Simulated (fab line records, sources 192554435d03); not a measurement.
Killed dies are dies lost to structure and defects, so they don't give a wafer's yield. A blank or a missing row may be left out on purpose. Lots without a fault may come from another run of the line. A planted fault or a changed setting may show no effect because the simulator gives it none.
One fault seen from 2 desks | flow n5_finfet | each desk has only its own numbers; what lay behind them comes last

THE METROLOGY DESK
What the gauges read, lot by lot, whatever tool the lot ran on: means of the sampled wafers that have a number. A lot is out of limits, marked OUT, if its mean lies more than 4 standard deviations from the usual mean; the brackets give that distance. Of its 13 readings 7 are shown: the one that was out of limits first, and those that lie furthest out on some lot.
Columns: A = cd_nm at N5_SD_EPI_P_CD_MEAS_09, usual 239.6 nm; B = thk_nm at N5_SD_EPI_P_EPI_MEAS_23, usual 61.0 nm; C = DIBL_N at N5_BEOL_M4_RC_MEAS_101, usual 35.7 mV/V; D = DIBL_P at N5_BEOL_M4_RC_MEAS_101, usual 35.7 mV/V; E = IOFF_N at N5_BEOL_M4_RC_MEAS_101, usual 0.155 nA/um; F = ION_P at N5_BEOL_M4_RC_MEAS_101, usual 462 uA/um; G = VT_P at N5_BEOL_M4_RC_MEAS_101, usual -251 mV
lot  | first seen here | A     | B              | C    | D    | E     | F   | G
L161 | day 3 04:00     | 239.8 | 62.5           | 36.4 | 35.8 | 0.155 | 460 | -251
L163 | day 4 01:57     | 239.9 | 59.7           | 34.6 | 34.8 | 0.156 | 465 | -249
L166 | day 4 12:36     | 239.8 | 61.1           | 32.8 | 32.7 | 0.126 | 455 | -253
L169 | day 5 05:52     | 238.3 | 62.3           | 36.5 | 35.2 | 0.144 | 460 | -248
L170 | day 5 11:16     | 239.9 | 60.6           | 36.1 | 34.7 | 0.145 | 453 | -256
L171 | day 5 15:19     | 239.5 | 47.7 (-10) OUT | 36.3 | 37.0 | 0.156 | 462 | -254
L173 | day 6 08:06     | 239.3 | 47.9 (-10) OUT | 35.0 | 35.3 | 0.161 | 473 | -248
L174 | day 6 11:45     | 239.6 | 59.4           | 37.9 | 38.1 | 0.194 | 464 | -251
L175 | day 6 17:11     | 240.2 | 60.8           | 35.3 | 35.7 | 0.149 | 462 | -251
L180 | day 8 04:41     | 239.5 | 60.9           | 36.0 | 35.1 | 0.139 | 467 | -249
L183 | day 8 23:23     | 241.1 | 60.5           | 36.7 | 38.7 | 0.167 | 462 | -252
This desk's finding: out of limits on L171, L173; first on L171, day 5 19:47 (thk_nm at N5_SD_EPI_P_EPI_MEAS_23). In limits: L161, L163, L166, L169, L170, L174, L175, L180, L183.

THE DEFECT DESK
What the inspections along the route counted, lot by lot: means of the sampled wafers that have a number. A lot is out of limits, marked OUT, if its mean lies more than 4 standard deviations from the usual mean; the brackets give that distance.
Columns: A = raw_defect_count at N5_SD_EPI_P_INSPECT_11, usual 2.0
lot  | first seen here | A
L161 | day 3 04:58     | 1.3
L163 | day 4 02:57     | 1.3
L166 | day 4 13:38     | 3.3
L169 | day 5 06:46     | 1.7
L170 | day 5 12:17     | 1.0
L171 | day 5 16:12     | 2.0
L173 | day 6 09:06     | 1.3
L174 | day 6 12:46     | 0.7
L175 | day 6 18:18     | 1.0
L180 | day 8 05:34     | 2.3
L183 | day 9 00:38     | 3.0
This desk's finding: nothing out of limits on any of the 11 lots.

PUT TOGETHER
The metrology desk could have raised an alarm at day 5 19:47, on L171, L173.
The defect desk saw nothing out of limits.
The defect desk has L171, L173 on record, within its limits.
Of the lots named, all ran N5_SD_EPI_P_EPI_21 on epi_rpcvd-01.

WHAT THE SIMULATOR HAD PUT IN
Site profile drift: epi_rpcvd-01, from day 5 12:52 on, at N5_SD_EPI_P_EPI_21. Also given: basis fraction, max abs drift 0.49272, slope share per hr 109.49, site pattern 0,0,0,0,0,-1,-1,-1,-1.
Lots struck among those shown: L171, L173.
Hours from the fault's start to each desk's first reading out of limits: the metrology desk, 7.
